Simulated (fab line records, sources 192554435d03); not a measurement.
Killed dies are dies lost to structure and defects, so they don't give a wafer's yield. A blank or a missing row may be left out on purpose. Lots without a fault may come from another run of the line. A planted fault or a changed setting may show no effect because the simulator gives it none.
Which tool did it? | flow n5_finfet | 12 lots, 36 wafers sampled, at 4 steps of a route of 1938

WHAT THE GAUGES READ, wafer by wafer
N5_PASSIVATION_OVL_MEAS_60. Usual: TV_OVL 1 nm, standard deviation 5.6.
lot  | measured     | on         | TV_OVL (nm) | flag
L299 | day 11 14:09 | overlay-02 | 6 2 -4      |
L301 | day 12 01:27 | overlay-02 | 1 -2 -5     |
L300 | day 12 01:43 | overlay-01 | 7 3 1       |
L306 | day 13 04:58 | overlay-02 | -5 -6 -8    |
L307 | day 13 20:53 | overlay-01 | 0 11 0      |
L313 | day 15 09:58 | overlay-01 | 4 -6 -10    |
L312 | day 15 11:58 | overlay-02 | -9 -6 -12   |
L314 | day 15 22:24 | overlay-01 | 2 1 -8      |
L316 | day 15 22:34 | overlay-01 | -2 1 4      |
L315 | day 16 02:51 | overlay-02 | -9 -2 -6    |
L317 | day 16 07:52 | overlay-02 | -5 4 -5     |
L322 | day 17 11:49 | overlay-02 | 1 -4 -4     |

WHICH TOOL RAN EACH LOT (tool, then ch and the chambers of the sampled wafers, then the start)
lot  | N5_MIM_TOP_ETCH_PECVD_03        | N5_MIM_BOT_ETCH_STRIP_02            | N5_PASSIVATION_PECVD_01
L299 | pecvd-04 ch 1,2, day 11 10:15   | wet_bench-06 ch 2,3,4, day 11 13:10 | pecvd-02 ch 0,1,2, day 11 13:38
L301 | pecvd-03 ch 0,2, day 11 23:25   | wet_bench-03 ch 1,4,5, day 12 00:27 | pecvd-01 ch 0,2, day 12 00:55
L300 | pecvd-02 ch 0,1, day 11 23:46   | wet_bench-06 ch 2,3,6, day 12 00:47 | pecvd-03 ch 1,2, day 12 01:17
L306 | pecvd-03 ch 0,1, day 13 02:53   | wet_bench-06 ch 1,6,7, day 13 03:58 | pecvd-03 ch 1,2, day 13 04:26
L307 | pecvd-03 ch 1,2, day 13 18:51   | wet_bench-03 ch 3,4,7, day 13 19:56 | pecvd-01 ch 1,2, day 13 20:26
L313 | pecvd-02 ch 0,1,2, day 15 08:05 | wet_bench-06 ch 3,4,6, day 15 08:59 | pecvd-01 ch 0,1,2, day 15 09:27
L312 | pecvd-04 ch 0,1,2, day 15 08:34 | wet_bench-03 ch 0,2,4, day 15 09:40 | pecvd-01 ch 0,1,2, day 15 10:08
L314 | pecvd-03 ch 0,1, day 15 19:16   | wet_bench-05 ch 5,6,7, day 15 20:11 | pecvd-02 ch 0,1, day 15 20:39
L316 | pecvd-02 ch 0,1,2, day 15 19:20 | wet_bench-06 ch 1,2,5, day 15 20:21 | pecvd-02 ch 0,2, day 15 20:49
L315 | pecvd-02 ch 0,1,2, day 16 00:58 | wet_bench-05 ch 1,2,6, day 16 01:59 | pecvd-03 ch 1,2, day 16 02:27
L317 | pecvd-04 ch 0,1, day 16 05:46   | wet_bench-05 ch 3,4,5, day 16 07:01 | pecvd-03 ch 0,2, day 16 07:29
L322 | pecvd-02 ch 0,1, day 17 09:14   | wet_bench-06 ch 0,3,5, day 17 10:13 | pecvd-01 ch 0, day 17 10:47
- N5_MIM_TOP_ETCH_PECVD_03: deposits SiNx from SiH4/NH3/N2, target thk 20 nm, time 17.6 s.
- N5_MIM_BOT_ETCH_STRIP_02: strips in post etch residue remover, time 1200 s.
- N5_PASSIVATION_PECVD_01: deposits SiNx from SiH4/NH3/N2, target thk 200 nm, time 43.2 s.

WHAT THE TOOLS THEMSELVES READ (means of the sampled wafers that have a number; where no wafer has one, the mark that the record gives instead)
N5_MIM_TOP_ETCH_PECVD_03. Usual: heater_power_w 718 W, standard deviation 81; showerhead_plenum_p_Torr 5.14 Torr, standard deviation 0.057; throttle_valve_pct 39.4 %, standard deviation 2.1.
lot  | tool     | heater_power_w (W) | showerhead_plenum_p_Torr (Torr) | throttle_valve_pct (%) | flag
L299 | pecvd-04 | 745                | 5.11                            | 36.9                   |
L301 | pecvd-03 | 718                | 5.16                            | 39.6                   |
L300 | pecvd-02 | 740                | 5.20                            | 40.1                   |
L306 | pecvd-03 | 738                | 5.18                            | 40.0                   |
L307 | pecvd-03 | 694                | 5.20                            | 39.4                   |
L313 | pecvd-02 | 711                | 5.15                            | 39.5                   |
L312 | pecvd-04 | 734                | 5.11                            | 39.0                   |
L314 | pecvd-03 | 743                | 5.12                            | 40.6                   |
L316 | pecvd-02 | 720                | 5.15                            | 39.4                   |
L315 | pecvd-02 | 729                | 5.15                            | 39.5                   |
L317 | pecvd-04 | 695                | 5.10                            | 41.2                   |
L322 | pecvd-02 | 793                | 5.15                            | 41.1                   |

N5_MIM_BOT_ETCH_STRIP_02. Usual: bath_guard_temp_C 72.5 C, standard deviation 0.62; bath_heat_duty_pct 14.8 %, standard deviation 1.5; temp_c 72.48 C, standard deviation 0.12.
lot  | tool         | bath_guard_temp_C (C) | bath_heat_duty_pct (%) | temp_c (C) | flag
L299 | wet_bench-06 | 72.8                  | 14.4                   | 72.50      |
L301 | wet_bench-03 | 71.8                  | 14.2                   | 72.39      |
L300 | wet_bench-06 | 72.7                  | 13.8                   | 72.54      |
L306 | wet_bench-06 | 72.3                  | 15.8                   | 72.38      |
L307 | wet_bench-03 | 72.3                  | 15.6                   | 72.49      |
L313 | wet_bench-06 | 72.5                  | 15.9                   | 72.58      |
L312 | wet_bench-03 | 72.5                  | 15.5                   | 72.44      |
L314 | wet_bench-05 | -                     | -                      | -          | OFF
L316 | wet_bench-06 | -                     | -                      | -          | OFF
L315 | wet_bench-05 | 72.5                  | 13.3                   | 72.55      |
L317 | wet_bench-05 | 72.9                  | 13.7                   | 72.41      |
L322 | wet_bench-06 | 72.5                  | 14.4                   | 72.52      |

N5_PASSIVATION_PECVD_01. Usual: heater_power_w 361 W, standard deviation 80; showerhead_plenum_p_Torr 8.69 Torr, standard deviation 0.062; throttle_valve_pct 29.9 %, standard deviation 2.
lot  | tool     | heater_power_w (W) | showerhead_plenum_p_Torr (Torr) | throttle_valve_pct (%) | flag
L299 | pecvd-02 | 332                | 8.68                            | 28.6                   |
L301 | pecvd-01 | 356                | 8.69                            | 29.6                   |
L300 | pecvd-03 | 338                | 8.75                            | 28.7                   |
L306 | pecvd-03 | 372                | 8.75                            | 28.8                   |
L307 | pecvd-01 | 398                | 8.72                            | 30.8                   |
L313 | pecvd-01 | 379                | 8.69                            | 31.7                   |
L312 | pecvd-01 | 444                | 8.69                            | 31.6                   |
L314 | pecvd-02 | 418                | 8.69                            | 30.2                   |
L316 | pecvd-02 | 437                | 8.63                            | 29.5                   |
L315 | pecvd-03 | 364                | 8.74                            | 29.1                   |
L317 | pecvd-03 | 320                | 8.65                            | 29.5                   |
L322 | pecvd-01 | 395                | 8.61                            | 31.3                   |

THE ANSWER, worked out from the rows above alone
Rule: a lot is off if the mean of its wafers that have a number lies more than 3 standard deviations from the usual mean. A lot without any number at a reading at which 4 lots or more have one is off too. The other lots that the step has rows for count as sound. The gauges are gone through in route order, then the tools' own readings, and for those a lot's mean is taken as printed above. The first step at which some lot is off is used, and at that step the reading that is off furthest; a lot without a number counts as furthest.
Off: L314, L316, at N5_MIM_BOT_ETCH_STRIP_02 (bath_guard_temp_C). Without a number there: L314, L316.
A tool fits if, at that step or a process step before it, it ran every lot that is off, and no sound lot after the first of them. None of those tried fits.

WHAT THE SIMULATOR HAD PUT IN
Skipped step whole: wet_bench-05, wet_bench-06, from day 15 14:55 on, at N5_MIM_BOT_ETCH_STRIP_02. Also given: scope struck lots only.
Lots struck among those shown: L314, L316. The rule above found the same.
